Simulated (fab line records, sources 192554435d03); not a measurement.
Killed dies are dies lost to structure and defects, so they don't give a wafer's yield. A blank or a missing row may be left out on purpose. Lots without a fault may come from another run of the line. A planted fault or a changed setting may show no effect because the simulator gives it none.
fab line records | flow n5_finfet
record lots=7 wafers=21
route steps=1938 shown BEOL_M11@1573 BEOL_M13@1681 BEOL_M14@1753 BEOL_M15@1819 TV_OPEN@1888
start_h: hours from the record's first day to the start of the lot's first wafer shown | wait_h: hours since the lot's step before | " the same as in the row above | L1.1+2: a row that stands for several wafers | - no value, or no start given | * or withheld: withheld | < > ~ a bound
route shown NAME@n: a module of which the file shows steps, and the number in the route of the first | usual: mean/standard deviation of fault-free wafers | same: alike in all rows | chamber/n: place in a boat | sites: the reading at each site | _std_site: their standard deviation | _edge_site: outer sites' mean less inner sites' | radius_mm: how far each site lies from the wafer's centre | mask NAME#n: copy n | behind: the tool/chamber that last shaped the wafer | hold: why the lot was held/for how many hours/how that ended | device: the transistor (n, p or np) that didn't switch | end of line: the same wafers' tests at the end of the route | a step without rows: its recipe alone | killed: dies lost to structure and defects at the first sort, not the wafer's yield | map: a wafer's dies, x killed, . not, _ none there
set.NAME: the setting as run; set.NAME@STEP: as run at that earlier step | model.NAME: the simulator's own value behind a step, which no gauge read
lots whose settings were changed on purpose; a table a step, a row a wafer
## steps
# step N5_BEOL_M11_ETCH_66
# recipe chemistry=N2/H2 target=SOC target_depth_a=1200 overetch_a=240 mask_material=SiARC temp_c=40 time_s=180 ion_energy_ev=200 pressure_mtorr=30 source_w=840 bias_w=150 n2_flow_sccm=200 h2_flow_sccm=200
# columns lot.wafer tool chamber start_h wait_h set.time_s model.SiARC_of_BEOL_M11_COAT_64.thk_nm
L081.3+4 rie_diel-03 2,3 352.19 0.0 180 22.6
L081.6 " 0 " " 207.2 21.4
L083.2 rie_diel-06 0 375.31 0.0 209.1 21.8
L083.4 " 3 " " 180 22.6
L083.6 " 1 " " 180 22.8
L087.2 rie_diel-06 3 408.33 0.0 180 22.6
L087.5 " 2 " " 217.3 21.4
L087.6 " 1 " " 217.3 21.2
L088.1+3 rie_diel-03 2,1 420.75 0.0 180 22.8
L088.5 " 3 " " 180 23
L095.2 rie_diel-01 0 433.92 0.0 180 23
L095.3 " 2 " " 207.6 21.8
L095.4 " 1 " " 180 22.8
L097.3+5 rie_diel-01 3,2 436.40 0.0 180 22.8
L097.6 " 3 " " 142.6 24.2
L089.1+5 rie_diel-06 0,1 461.66 0.0 180 23
L089.2 " 1 " " 180 22.8
# step N5_BEOL_M13_COAT_66
# recipe resist=SiARC temp_c=220 time_s=60 spin_rpm=1500 resist_thk_nm=110
# columns lot.wafer tool chamber start_h wait_h set.spin_rpm model.SiARC_of_BEOL_M13_COAT_66.thk_nm
L081.3 litho_track-01 0 - - 1667 104.2
L081.4+6 " 0 " " 1500 109.8
L083.2 litho_track-03 0 - - 1500 109.8
L083.4 " 0 " " 1631 105.6
L083.6 " 0 " " 1500 110
L087.2 litho_track-03 0 - - 1450 112
L087.5 " 0 " " 1500 110
L087.6 " 0 " " 1450 112.2
L088.1 litho_track-04 0 - - 1500 110.2
L088.3 " 0 " " 1500 110
L088.5 " 0 " " 1500 109.6
L095.2 litho_track-03 0 - - 1361 115.8
L095.3 " 0 " " 1500 110.2
L095.4 " 0 " " 1500 110
L097.3 litho_track-03 0 - - 1500 110.2
L097.5 " 0 " " 1423 113.4
L097.6 " 0 " " 1500 110.4
L089.1+2 litho_track-01 0 - - 1500 110
L089.5 " 0 " " 1500 109.6
# step N5_BEOL_M13_COAT_22
# recipe spin_rpm=2888 resist_thk_nm=300
# step N5_BEOL_M13_EBR_24
# recipe solvent=PGMEA ebr_width_mm=1.5
# step N5_BEOL_M13_DESCUM_33
# recipe chemistry=O2 time_s=7.9 source_power_w=50 bias_power_w=20 pressure_mtorr=20 rf_frequency_hz=2.712e+07 temp_c=40 o2_flow_sccm=225
# step N5_BEOL_M13_ETCH_67
# recipe chemistry=CF4 target=SiARC target_depth_a=1430 time_s=238.3 ion_energy_ev=80 pressure_mtorr=40 source_w=545 bias_w=36 Ar_flow_sccm=100 cf4_flow_sccm=100 ends=cleared
# columns lot.wafer tool chamber start_h wait_h set.spin_rpm@BEOL_M13_COAT_66 model.etch.depth_nm model.coat_of_BEOL_M13_COAT_22.thk_nm
L081.3 rie_diel-06 1 361.08 0.0 1667 104.2 215.2
L081.4 " 2 " " 1500 109.8 210.4
L081.6 " 3 " " 1500 109.9 210.6
L083.2 rie_diel-01 0 384.92 0.0 1500 109.9 211.2
L083.4 " 1 " " 1631 105.6 214.4
L083.6 " 1 " " 1500 110.1 212
L087.2 rie_diel-01 0 420.34 0.0 1450 112 210.6
L087.5 " 3 " " 1500 110 211.2
L087.6 " 2 " " 1450 112.1 209.8
L088.1 rie_diel-06 1 432.25 0.0 1500 110.2 211.6
L088.3 " 0 " " 1500 110 212.6
L088.5 " 1 " " 1500 109.6 213
L095.2 rie_diel-01 1 445.67 0.0 1361 115.7 207.8
L095.3 " 3 " " 1500 110.2 212
L095.4 " 2 " " 1500 110 211.6
L097.3 rie_diel-06 1 445.78 0.0 1500 110.2 211.8
L097.5 " 2 " " 1423 113.5 209.6
L097.6 " 1 " " 1500 110.4 211.4
L089.1 rie_diel-01 0 472.84 0.0 1500 110 211.4
L089.2 " 2 " " 1500 110 212.2
L089.5 " 0 " " 1500 109.6 211.6
# step N5_BEOL_M14_TRENCH_ETCH_34
# recipe chemistry=C4F8/O2/Ar target=SiO2 target_depth_a=5566.5 mask_material=SOC he_inner_torr=15 he_outer_torr=30 time_s=126.9 ion_energy_ev=800 pressure_mtorr=20 source_w=1905 bias_w=2040 Ar_flow_sccm=400 C4F8_flow_sccm=16 O2_flow_sccm=12
# usual rf_vpp_V=2225/19
# columns lot.wafer tool chamber start_h wait_h set.bias_w rf_vpp_V
L081.3 rie_diel-02 3 367.96 0.0 2246 2361
L081.4 " 3 " " 2246 2360
L081.6 " 1 " " 2246 2373
L083.2 rie_diel-04 1 391.08 0.0 2040 2217
L083.4 " 2 " " 2308 2400
L083.6 " 2 " " 2040 2204
L087.2 rie_diel-04 0 427.83 0.0 2040 2243
L087.5 " 0 " " 2040 2243
L087.6 " 3 " " 2040 2226
L088.1 rie_diel-02 1 438.30 0.0 2040 2219
L088.3 " 3 " " 2040 2208
L088.5 " 0 " " 2040 2265
L095.2 rie_diel-05 1 454.33 0.0 2368 2461
L095.3 " 3 " " 2368 2452
L095.4 " 2 " " 2040 2199
L097.3 rie_diel-02 0 456.25 0.0 2277 2442
L097.5 " 2 " " 2277 2425
L097.6 " 1 " " 2040 2220
L089.1 rie_diel-02 0 477.34 0.0 2381 2516
L089.2 " 3 " " 2040 2206
L089.5 " 1 " " 2040 2219
# step N5_BEOL_M15_SPUTTER_43
# recipe material=TaN target_thk_a=150 temp_c=50 bias_v=168.6 power_w=15000 chamber_pressure_pa=0.12 time_s=24.19
# columns lot.wafer tool chamber start_h wait_h set.time_s model.TaN_of_BEOL_M15_SPUTTER_43.thk_nm
L081.3 pvd_sputter-02 - 373.28 0.0 24.19 15.2
L081.4 " - " " 25.92 16
L081.6 " - " " 24.19 15
L083.2+4+6 pvd_sputter-02 - 405.68 0.0 24.19 15
L087.2+5+6 pvd_sputter-03 - 440.98 0.0 24.19 15
L088.1+5 pvd_sputter-02 - 449.79 0.0 24.19 15
L088.3 " - " " 24.19 14.8
L095.2+3 pvd_sputter-03 - 461.52 0.0 22.94 14.2
L095.4 " - " " 24.19 15
L097.3 pvd_sputter-02 - 466.60 0.0 24.19 14.8
L097.5 " - " " 26.36 16.4
L097.6 " - " " 24.19 15
L089.1 pvd_sputter-02 - 489.69 0.0 24.19 14.6
L089.2 " - " " 24.19 14.4
L089.5 " - " " 24.19 14.8
# step N5_PASSIVATION_VIA_ETCH_13
# recipe chemistry=CHF3/O2 target=SiO2 target_depth_a=6600 CHF3_flow_sccm=50 O2_flow_sccm=5 Ar_flow_sccm=200 time_s=330 mask_material=PR pressure_mtorr=30 source_w=650 bias_w=170 ion_energy_ev=200 ends=cleared
# usual etch_rf_on_time_s=236/3.9 rf_vpp_V=521/6
# columns lot.wafer tool chamber start_h wait_h set.bias_w etch_rf_on_time_s rf_vpp_V
L081.3 rie_diel-01 2 382.15 0.0 189 225 576
L081.4 " 0 " " 189 227 564
L081.6 " 0 " " 170 234 517
L083.2 rie_diel-06 2 414.80 0.0 144.3 247 456
L083.4 " 3 " " 170 236 525
L083.6 " 1 " " 170 240 512
L087.2 rie_diel-01 0 461.37 0.0 179 230 538
L087.5 " 2 " " 179 237 551
L087.6 " 3 " " 170 234 515
L088.1 rie_diel-03 3 461.68 0.0 170 238 516
L088.3 " 1 " " 170 240 530
L088.5 " 0 " " 170 237 527
L095.2 rie_diel-06 3 468.87 0.0 170 229 525
L095.3 " 1 " " 155.4 239 476
L095.4 " 2 " " 155.4 245 485
L097.3 rie_diel-03 1 476.97 0.0 170 232 530
L097.5 " 0 " " 170 235 528
L097.6 " 3 " " 170 239 515
L089.1 rie_diel-06 2 498.38 0.0 197.7 224 588
L089.2 " 1 " " 197.7 223 578
L089.5 " 0 " " 170 246 525
# step N5_PASSIVATION_ETCH_15
# recipe chemistry=CF4/N2 target=SiCN target_depth_a=750 taper_deg=2 time_s=81.2 ion_energy_ev=150 mask_material=SiNx pressure_mtorr=40 source_w=430 bias_w=70 Ar_flow_sccm=100 cf4_flow_sccm=60 n2_flow_sccm=60
# usual rf_vpp_V=382.5/1.9
# columns lot.wafer tool chamber start_h wait_h set.bias_w rf_vpp_V model.etch.depth_nm
L081.3 rie_diel-01 2 - - 70 383.2 65.11
L081.4 " 0 " " 81.93 420.4 69.92
L081.6 " 0 " " 81.93 420.6 70.16
L083.2 rie_diel-06 2 - - 70 382.9 65.63
L083.4 " 3 " " 70 386.7 66.14
L083.6 " 1 " " 70 382.0 65.34
L087.2 rie_diel-01 0 - - 81.64 418.8 68.22
L087.5 " 2 " " 70 383.3 62.97
L087.6 " 3 " " 70 383.5 65.92
L088.1 rie_diel-03 3 - - 70 379.1 64.02
L088.3 " 1 " " 70 384.1 64.8
L088.5 " 0 " " 70 379.8 65
L095.2 rie_diel-06 3 - - 58.44 343.6 61.06
L095.3 " 1 " " 70 380.7 65.16
L095.4 " 2 " " 70 383.8 63.49
L097.3 rie_diel-03 1 - - 70 383.0 64.96
L097.5 " 0 " " 80.8 416.8 68.91
L097.6 " 3 " " 70 380.7 64.54
L089.1 rie_diel-06 2 - - 70 383.1 64.96
L089.2 " 1 " " 70 382.0 65.15
L089.5 " 0 " " 70 383.7 64.02
## key
split step=N5_BEOL_M11_ETCH_66 setting=time_s stated=180 by=wafer
response step=N5_BEOL_M11_ETCH_66 reading=model.SiARC_of_BEOL_M11_COAT_64.thk_nm change=-0.0666 per=1% r=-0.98
split step=N5_BEOL_M13_COAT_66 setting=spin_rpm stated=1500 by=wafer
response step=N5_BEOL_M13_COAT_66 reading=model.SiARC_of_BEOL_M13_COAT_66.thk_nm change=-0.543 per=1% r=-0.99
response step=N5_BEOL_M13_ETCH_67 reading=model.etch.depth_nm change=-0.545 per=1% r=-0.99
response step=N5_BEOL_M13_ETCH_67 reading=model.coat_of_BEOL_M13_COAT_22.thk_nm change=+0.394 per=1% r=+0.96
split step=N5_BEOL_M14_TRENCH_ETCH_34 setting=bias_w stated=2040 by=wafer
response step=N5_BEOL_M14_TRENCH_ETCH_34 reading=rf_vpp_V change=+16.8 per=1% r=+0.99
split step=N5_BEOL_M15_SPUTTER_43 setting=time_s stated=24.19 by=wafer
response step=N5_BEOL_M15_SPUTTER_43 reading=model.TaN_of_BEOL_M15_SPUTTER_43.thk_nm change=+0.152 per=1% r=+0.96
split step=N5_PASSIVATION_VIA_ETCH_13 setting=bias_w stated=170 by=wafer
response step=N5_PASSIVATION_VIA_ETCH_13 reading=etch_rf_on_time_s change=* per=1% r=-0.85
response step=N5_PASSIVATION_VIA_ETCH_13 reading=rf_vpp_V change=+4.19 per=1% r=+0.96
split step=N5_PASSIVATION_ETCH_15 setting=bias_w stated=70 by=wafer
response step=N5_PASSIVATION_ETCH_15 reading=rf_vpp_V change=+2.23 per=1% r=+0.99
response step=N5_PASSIVATION_ETCH_15 reading=model.etch.depth_nm change=+0.246 per=1% r=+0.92
